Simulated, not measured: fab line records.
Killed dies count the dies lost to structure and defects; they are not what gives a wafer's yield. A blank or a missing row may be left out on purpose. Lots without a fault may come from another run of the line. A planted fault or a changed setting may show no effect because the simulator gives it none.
fab line records	flow n5_finfet
record: lots: 11	wafers: 33	last_day: 17
route steps=1938 shown HKMG_FIN@406
lots untouched by any fault: they come from a run of this same line in which no faults occurred
start_h: the number of hours between the record's first day and the start of the first shown wafer of the lot	wait_h: hours since the lot's step before	" identical to the entry in the row above	L1.1+2: a row that stands for several wafers	- no value, or no start given	* or withheld: withheld	< > ~ a bound
route shown NAME@n: NAME is a module with steps in the file, n the number in the route of the first one	usual: mean/standard deviation of fault-free wafers	same: alike in all rows	chamber/n: place in a boat	sites: each site's reading	_std_site: standard deviation of those values	_edge_site: mean of outer sites minus mean of inner sites	radius_mm: how far each site lies from the wafer's centre	mask NAME#n: copy n	behind: the most recent tool/chamber to have shaped the wafer	hold: why the lot was held/for how many hours/how that ended	device: the n, p or np transistor that did not switch	end of line: tests run on the same wafers once the route is complete	a step with no rows: only its recipe	killed: the dies lost at the first sort to structure and to defects; this is not the yield of the wafer	map: dies across one wafer; x = killed, . = not, _ = none there
set.NAME: the setting that was run; set.NAME@STEP: the one run at that earlier step	model.NAME: the simulator's own value behind a step, which no gauge read
route steps across a sampled set of lots; one table per step, one row per wafer
services: when a tool's chamber went out of use (start_h, in hours from the record's first day, below 0 if earlier), for how many hours, and the reason
== steps ==
step: N5_HKMG_FIN_ETCH_58
recipe: chemistry: N2/H2	target: SOC	target_depth_a: 2158	ion_energy_ev: 50	bias_w: 13	time_s: 741	pressure_mtorr: 30	source_w: 875	n2_flow_sccm: 200	h2_flow_sccm: 200
usual: drypump_motor_current_A: 5.6/0.55	oes_product_au: 0.82/0.093	rf_vpp_V: 99.2/0.95	showerhead_plenum_p_Torr: 2.56/0.072	throttle_valve_pct: 17.74/0.26
lot.wafer	tool	chamber	start_h	wait_h	drypump_motor_current_A	oes_product_au	rf_hours_counter_h	rf_vpp_V	showerhead_plenum_p_Torr	throttle_valve_pct
L202.1	rie_diel-06	3	76.31	0.0	5.0	0.75	187	99.4	2.54	18.02
L202.3	"	1	"	"	5.3	0.68	239	98.4	2.61	18.12
L202.6	"	3	"	"	5.0	0.74	-	98.5	2.54	18.01
L204.2	rie_diel-02	2	84.71	0.0	5.0	0.83	70	99.8	2.58	17.94
L204.3	"	3	"	"	5.9	0.96	8	101.6	2.72	17.51
L204.6	"	2	"	"	4.9	0.83	-	98.4	2.58	17.96
L205.3	rie_diel-04	1	94.28	0.0	5.5	0.74	172	98.1	2.53	17.93
L205.4	"	0	"	"	6.2	0.89	25	99.0	2.60	17.21
L205.6	"	1	"	"	5.5	0.74	-	98.3	2.53	17.93
L206.1	rie_diel-02	3	100.84	0.0	5.9	0.95	14	99.4	2.71	17.52
L206.3	"	0	"	"	5.0	0.67	227	98.4	2.41	18.03
L206.5	"	0	"	"	5.0	0.67	-	98.5	2.41	18.03
L207.1	rie_diel-02	3	105.27	0.0	5.9	0.95	16	99.7	2.71	17.52
L207.5	"	2	"	"	5.0	0.83	-	97.6	2.58	17.98
L207.6	"	0	"	"	5.0	0.67	-	99.2	2.40	18.04
L213.2	rie_diel-02	2	140.13	0.0	5.0	0.81	91	98.5	2.57	18.00
L213.3	"	1	"	"	6.7	0.97	11	99.7	2.50	17.61
L213.4	"	0	"	"	5.0	0.67	242	99.2	2.40	18.05
L215.2	rie_diel-06	0	152.09	0.0	5.8	0.72	195	99.9	2.53	17.78
L215.3	"	1	"	"	5.3	0.92	8	98.1	2.60	17.69
L215.6	"	0	"	"	5.8	0.72	-	99.5	2.53	17.79
L220.1	rie_diel-04	2	185.55	0.0	5.1	0.92	44	98.8	2.58	17.50
L220.4	"	0	"	"	6.2	0.83	57	99.8	2.58	17.24
L220.6	"	1	"	"	5.5	0.72	-	101.0	2.52	17.99
L222.1	rie_diel-04	1	198.44	0.0	5.5	0.71	204	99.5	2.52	18.00
L222.2	"	0	"	"	6.2	0.82	60	98.7	2.58	17.26
L222.6	"	2	"	"	5.2	0.91	-	98.1	2.57	17.51
L223.1	rie_diel-04	0	202.80	0.0	6.2	0.83	62	99.3	2.58	17.25
L223.2	"	2	"	"	5.1	0.90	51	98.9	2.57	17.50
L223.4	"	3	"	"	5.5	0.79	120	99.3	2.55	17.85
L225.1	rie_diel-02	3	210.88	0.0	5.9	0.87	54	100.2	2.70	17.60
L225.2	"	1	"	"	6.7	0.91	37	99.5	2.48	17.65
L225.5	"	1	"	"	6.7	0.89	-	97.6	2.49	17.66
step: N5_HKMG_FIN_STRIP_60
recipe: chemistry: N2/H2	power_w: 2500	temp_c: 300	h2_frac: 0.65	time_s: 360	pressure_mtorr: withheld	n2_flow_sccm: 1750	h2_flow_sccm: 3250
usual: drypump_motor_current_A: 6.2/0.41	heater_power_w: 472/30
lot.wafer	tool	chamber	start_h	wait_h	drypump_motor_current_A	heater_power_w	rf_hours_counter_h
L202.1	plasma_asher-01	1	76.89	0.0	6.5	451	35
L202.3	"	0	"	"	5.6	510	-
L202.6	"	0	"	"	5.5	516	-
L204.2	plasma_asher-01	0	85.29	0.0	5.5	496	37
L204.3	"	1	"	"	6.5	456	-
L204.6	"	0	"	"	5.6	501	-
L205.3	plasma_asher-02	0	94.98	0.1	6.4	468	-
L205.4	"	1	"	"	6.5	435	-
L205.6	"	0	"	"	6.4	454	-
L206.1	plasma_asher-01	1	101.42	0.0	6.5	472	39
L206.3	"	0	"	"	5.5	516	-
L206.5	"	0	"	"	5.6	508	-
L207.1	plasma_asher-01	0	105.84	0.0	5.5	514	40
L207.5	"	1	"	"	6.5	466	-
L207.6	"	0	"	"	5.5	513	-
L213.2	plasma_asher-01	0	140.71	0.0	5.6	523	48
L213.3	"	0	"	"	5.5	516	-
L213.4	"	1	"	"	6.5	469	-
L215.2	plasma_asher-02	1	152.82	0.2	6.5	431	110
L215.3	"	0	"	"	6.4	465	-
L215.6	"	1	"	"	6.5	440	-
L220.1	plasma_asher-01	0	186.12	0.0	5.5	505	53
L220.4	"	0	"	"	5.6	531	-
L220.6	"	1	"	"	6.5	480	-
L222.1	plasma_asher-01	0	199.01	0.0	5.6	517	55
L222.2	"	1	"	"	6.5	469	55
L222.6	"	1	"	"	6.5	467	-
L223.1	plasma_asher-02	1	203.38	0.0	6.5	431	120
L223.2	"	0	"	"	6.4	458	120
L223.4	"	0	"	"	6.4	462	-
L225.1	plasma_asher-01	0	211.45	0.0	5.5	504	58
L225.2	"	1	"	"	6.5	455	58
L225.5	"	0	"	"	5.5	518	-
step: N5_HKMG_FIN_CD_MEAS_12
recipe: target_cd_nm: 92.8	landing_energy_ev: 500	detector: se_inlens
usual: cd_nm: 92.7/0.68
lot.wafer	tool	chamber	start_h	wait_h	cd_nm
L202.1	cd_sem-03	0	79.47	-	91.6
L202.3	"	0	"	"	91.9
L202.6	"	0	"	"	92.3
L204.2	cd_sem-03	0	87.70	-	93.2
L204.3	"	0	"	"	93.1
L204.6	"	0	"	"	93.0
L205.3	cd_sem-03	0	97.85	-	93.7
L205.4	"	0	"	"	93.2
L205.6	"	0	"	"	93.4
L206.1	cd_sem-01	0	103.91	-	92.3
L206.3	"	0	"	"	93.2
L206.5	"	0	"	"	92.1
L207.1	cd_sem-01	0	108.26	-	92.1
L207.5	"	0	"	"	93.6
L207.6	"	0	"	"	92.7
L213.2	cd_sem-02	0	143.00	-	91.3
L213.3	"	0	"	"	92.3
L213.4	"	0	"	"	92.2
L215.2	cd_sem-02	0	155.23	-	92.8
L215.3	"	0	"	"	93.4
L215.6	"	0	"	"	92.9
L220.1	cd_sem-01	0	188.53	-	93.2
L220.4	"	0	"	"	91.9
L220.6	"	0	"	"	93.2
L222.1	cd_sem-02	0	201.31	-	92.8
L222.2	"	0	"	"	93.1
L222.6	"	0	"	"	92.8
L223.1	cd_sem-03	0	205.92	-	92.3
L223.2	"	0	"	"	92.3
L223.4	"	0	"	"	92.0
L225.1	cd_sem-03	0	213.91	-	92.7
L225.2	"	0	"	"	92.3
L225.5	"	0	"	"	92.5
step: N5_HKMG_FIN_ETCH_32
recipe: chemistry: N2/H2	target: SOC	target_depth_a: 2400	temp_c: 40	time_s: 300	ion_energy_ev: 200	mask_material: SiARC	pressure_mtorr: 30	source_w: 840	bias_w: 150	n2_flow_sccm: 200	h2_flow_sccm: 200
usual: drypump_motor_current_A: 5.6/0.51	oes_product_au: 0.83/0.091	rf_vpp_V: 524.4/1.9	showerhead_plenum_p_Torr: 2.56/0.068	throttle_valve_pct: 17.76/0.27
lot.wafer	tool	chamber	start_h	wait_h	drypump_motor_current_A	oes_product_au	rf_hours_counter_h	rf_vpp_V	showerhead_plenum_p_Torr	throttle_valve_pct
L202.1	rie_diel-02	2	79.65	0.0	4.9	0.83	68	526.4	2.58	18.00
L202.3	"	3	"	"	5.9	0.98	6	528.9	2.72	17.56
L202.6	"	3	"	"	5.9	0.97	-	529.0	2.72	17.56
L204.2	rie_diel-04	3	87.87	0.0	5.5	0.83	79	524.6	2.57	17.83
L204.3	"	2	"	"	5.2	0.98	14	525.7	2.59	17.48
L204.6	"	2	"	"	5.2	0.98	-	527.1	2.59	17.48
L205.3	rie_diel-06	3	98.51	0.0	5.0	0.73	194	522.8	2.54	18.07
L205.4	"	1	"	"	5.3	0.66	247	525.5	2.61	18.18
L205.6	"	2	"	"	6.1	0.90	-	521.4	2.50	17.71
L206.1	rie_diel-04	3	104.39	0.0	5.5	0.83	85	524.7	2.57	17.81
L206.3	"	1	"	"	5.5	0.74	176	523.6	2.53	18.00
L206.5	"	1	"	"	5.5	0.74	-	524.5	2.53	18.01
L207.1	rie_diel-04	0	108.48	0.0	6.3	0.87	31	525.2	2.59	17.24
L207.5	"	0	"	"	6.3	0.87	-	525.7	2.59	17.26
L207.6	"	3	"	"	5.5	0.81	-	525.4	2.57	17.83
L213.2	rie_diel-04	0	143.18	0.0	6.3	0.86	42	525.6	2.59	17.29
L213.3	"	2	"	"	5.1	1.19	30	525.2	2.58	17.54
L213.4	"	3	"	"	5.5	0.81	99	524.4	2.56	17.85
L215.2	rie_diel-04	1	155.41	0.0	5.5	0.72	191	522.4	2.53	18.03
L215.3	"	3	"	"	5.5	0.80	104	525.0	2.56	17.86
L215.6	"	2	"	"	5.1	1.15	-	525.2	2.58	17.56
L220.1	rie_diel-02	2	188.71	0.0	4.9	0.79	109	524.9	2.56	18.07
L220.4	"	0	"	"	5.0	0.95	4	528.4	2.71	17.67
L220.6	"	1	"	"	6.7	0.92	-	522.3	2.49	17.70
L222.1	rie_diel-06	3	201.49	0.0	5.0	0.71	232	523.0	2.52	18.13
L222.2	"	0	"	"	5.8	0.71	212	522.7	2.52	17.90
L222.6	"	2	"	"	6.1	0.84	-	520.6	2.48	17.77
L223.1	rie_diel-02	2	206.10	0.0	5.0	0.78	115	525.1	2.56	18.08
L223.2	"	3	"	"	5.9	0.88	52	528.3	2.70	17.64
L223.4	"	0	"	"	5.0	0.91	10	528.6	2.71	17.68
L225.1	rie_diel-02	1	214.09	0.0	6.7	0.91	39	524.8	2.48	17.71
L225.2	"	0	"	"	5.0	0.92	12	527.7	2.71	17.69
L225.5	"	2	"	"	5.0	0.80	-	524.5	2.56	18.09
== services ==
tool	chamber	start_h	hours	kind
rie_diel-06	-	60.80	0.3	repair
rie_diel-02	1	85.19	-	clean
rie_diel-02	1	85.19	-	consumable_replace:focus_ring
rie_diel-02	1	85.19	23.3	scheduled_down
rie_diel-02	1	85.19	23.3	vent_cycle
rie_diel-06	1	107.30	-	clean
rie_diel-06	1	107.30	-	consumable_replace:focus_ring
rie_diel-06	1	107.30	20.1	scheduled_down
rie_diel-06	1	107.30	20.1	vent_cycle
rie_diel-04	1	107.47	3.4	repair
plasma_asher-01	-	142.48	15.6	pm
rie_diel-06	-	153.59	1.2	repair
rie_diel-02	0	162.16	-	clean
rie_diel-02	0	162.16	-	consumable_replace:focus_ring
rie_diel-02	0	162.16	-	consumable_replace:showerhead
rie_diel-02	0	162.16	13.7	scheduled_down
rie_diel-02	0	162.16	13.7	vent_cycle
plasma_asher-02	-	169.97	4.1	repair
rie_diel-06	1	175.24	16.7	repair
rie_diel-02	3	196.56	2.4	repair
== key ==
first_sign: step: N5_HKMG_FIN_ETCH_32	reading: oes_product_au	direction: up	sigmas: 3.8	usual: 0.83	struck: 1.17
effect none on later readings
met_at N5_HKMG_FIN_ETCH_32
struck_lots L213,L215
struck_wafers L213.3,L215.6
tester_left_out L213,L215
not_acting_at N5_HKMG_FIN_ETCH_58,N5_HKMG_FIN_STRIP_60,N5_HKMG_FIN_CD_MEAS_12
onset_between 87.87 143.18
fault: kind: process_parameter_drift	tool: rie_diel-04	chamber: 2	onset_h: 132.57	steps: N5_HKMG_FIN_ETCH_32	channel: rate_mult	offset: 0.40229	shape: step	end_h: 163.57
tester_left_out: of these lots the tester's yield and bins aren't shown, on N5 and GAA mostly nor the transistor test; their killed dies are dies lost to structure and defects alone, not to doping, threshold or leakage, so they don't give the yield
